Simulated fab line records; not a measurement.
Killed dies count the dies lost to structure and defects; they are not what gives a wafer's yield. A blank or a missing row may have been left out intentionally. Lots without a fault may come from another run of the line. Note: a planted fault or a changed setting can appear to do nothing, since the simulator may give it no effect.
The tool behind it: which one?    flow nand_harc    Sampling: 24 lots, 72 wafers, 2 of 1302 route steps

== WHAT EACH GAUGE READ, for each wafer ==
NHARC_A_ZERO_WELL_INSPECT_17. Usual: raw_defect_count reads 10 (standard deviation 5.5).
lot   measured      on                 raw_defect_count  flag
L074  day 6 13:38   defect_inspect-01  20 14 12          
L075  day 7 11:42   defect_inspect-02  15 8 22           
L076  day 7 20:02   defect_inspect-01  14 6 12           
L077  day 8 02:58   defect_inspect-02  4 14 10           
L078  day 8 15:40   defect_inspect-01  2 5 12            
L079  day 9 01:58   defect_inspect-02  15 15 8           
L080  day 9 03:57   defect_inspect-01  4 3 6             
L081  day 9 17:28   defect_inspect-01  4 5 1             
L082  day 10 03:00  defect_inspect-02  15 5 4            
L083  day 10 16:13  defect_inspect-01  9 9 27            
L084  day 11 02:59  defect_inspect-01  12 8 16           
L085  day 11 11:41  defect_inspect-02  9 4 14            
L086  day 11 15:26  defect_inspect-01  10 10 12          
L087  day 12 06:08  defect_inspect-01  9 21 19           
L088  day 13 04:17  defect_inspect-02  3 4 1             
L089  day 13 05:05  defect_inspect-02  14 17 17          
L090  day 13 22:50  defect_inspect-02  6 16 19           
L091  day 14 04:19  defect_inspect-02  5 7 9             
L092  day 14 04:58  defect_inspect-02  3 5 8             
L093  day 14 22:41  defect_inspect-01  10 6 11           
L094  day 14 23:32  defect_inspect-02  8 7 9             
L095  day 15 08:56  defect_inspect-01  12 9 9            
L096  day 15 19:08  defect_inspect-01  8 15 7            
L097  day 16 14:31  defect_inspect-02  7 8 10            

NHARC_A_SOURCE_PLATE_THK_MEAS_06: measures by ellipsometry. Usual: thk_nm reads 199.9 nm (standard deviation 2.3).
lot   measured      on             thk_nm (nm)        flag
L074  day 7 09:03   film_metro-02  199.6 199.9 201.0  
L075  day 8 09:30   film_metro-02  200.7 199.2 200.7  
L076  day 8 17:15   film_metro-01  200.4 201.5 201.6  
L077  day 9 02:34   film_metro-01  198.8 195.7 196.0  
L078  day 9 15:10   film_metro-01  196.5 199.2 199.9  
L079  day 9 21:50   film_metro-02  196.6 195.4 196.7  
L080  day 9 21:50   film_metro-01  198.6 197.5 199.8  
L081  day 10 13:51  film_metro-01  198.3 202.4 202.6  
L082  day 10 22:50  film_metro-01  198.4 199.0 199.4  
L083  day 11 15:34  film_metro-01  202.6 203.0 200.2  
L084  day 12 02:18  film_metro-01  198.9 201.3 200.6  
L085  day 12 09:34  film_metro-02  196.1 195.8 197.4  
L086  day 12 09:34  film_metro-01  200.1 201.6 202.0  
L087  day 13 02:18  film_metro-02  197.0 197.1 198.0  
L088  day 14 01:59  film_metro-02  201.8 204.4 202.8  
L089  day 14 02:00  film_metro-01  201.5 200.3 199.9  
L090  day 14 19:58  film_metro-01  202.8 203.1 201.6  
L091  day 15 04:08  film_metro-01  198.4 195.8 200.5  
L092  day 15 04:08  film_metro-02  203.1 202.0 200.9  
L093  day 15 21:12  film_metro-01  202.3 201.3 201.1  
L094  day 15 21:10  film_metro-02  201.7 201.5 198.6  
L095  day 16 05:35  film_metro-01  199.3 198.5 198.2  
L096  day 16 14:55  film_metro-01  201.2 201.3 201.7  
L097  day 17 10:11  film_metro-02  200.0 197.2 200.1  

== WHAT TOOL EACH LOT RAN ON (gives the tool, then ch and the chambers of the sampled wafers, and finally the start) ==
Record: no process step prior to these readings.

== WHAT THE TOOLS THEMSELVES READ (means of the sampled wafers that have a number; where no wafer has one, the mark that the record gives instead) ==
The record holds no such reading with a usual standard deviation.

== THE ANSWER, worked out from the rows above alone ==
Rule: take the mean of a lot's wafers that have a number; if it is more than 3 standard deviations from the usual mean, the lot is off. A lot without any number at a reading at which 4 lots or more have one is off too. Any other lot the step has rows for is counted as sound. After the gauges, taken in route order, come the tools' own readings; for these a lot's mean is taken, as printed above. At the first step where some lot is off, the reading lying furthest off is the one used; lots without a number count as furthest.
No lot is off at any reading shown: from this, nothing can be told.

== WHAT THE SIMULATOR HAD PUT IN ==
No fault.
